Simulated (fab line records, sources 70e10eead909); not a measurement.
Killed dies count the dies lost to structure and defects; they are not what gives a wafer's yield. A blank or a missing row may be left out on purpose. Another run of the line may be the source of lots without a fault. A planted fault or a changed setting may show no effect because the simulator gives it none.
Matching of chambers | flow nandHarc | 4 sister chambers for NHARC_A_CONTACT_DESCUM_74 on rieDiel-12
The step chemistry O2, time 3 s. 4 wafers are shown with their chamber, then 12 later ones without.

## WAFERS PAIRED WITH THEIR CHAMBERS
wafer  | chamber | drypumpMotorCurrentA (A)
L091.1 | 2       | 5.1
L094.1 | 0       | 5.4
L094.4 | 3       | 6.3
L094.5 | 1       | 5.9

## WAFERS WITH NO CHAMBER GIVEN
wafer  | drypumpMotorCurrentA (A)
L095.1 | 5.1
L095.3 | 5.9
L095.6 | 6.3
L096.2 | 6.3
L096.4 | 5.3
L096.6 | 5.4
L097.2 | 6.3
L097.4 | 5.9
L097.6 | 5.9
L097.1 | 5.3
L097.3 | 5.1
L097.5 | 5.1

## CHAMBER TAKEN BY EACH
wafer  | from the rows above | in truth
L095.1 | 2                   | 2
L095.3 | 1                   | 1
L095.6 | 3                   | 3
L096.2 | 3                   | 3
L096.4 | 0                   | 0
L096.6 | 0                   | 0
L097.2 | 3                   | 3
L097.4 | 1                   | 1
L097.6 | 1                   | 1
L097.1 | 0                   | 0
L097.3 | 2                   | 2
L097.5 | 2                   | 2
12 of 12 placed correctly. Can't be placed from these rows: 0. Number placed wrongly: 0.
How it was worked out, from the rows above alone: a wafer's distance from a chamber is the root of the sum, over the readings, of the square of ((its reading less the chamber's mean) divided by the reading's scatter). The wafer belongs to the nearest chamber; if the next one is less than 2 further off, it can't be placed. For every chamber, the mean is computed from those of its wafers that are shown. The scatter: with one shown wafer a chamber, the root of the mean of the squares of how far each hidden wafer lies from its nearest shown one.
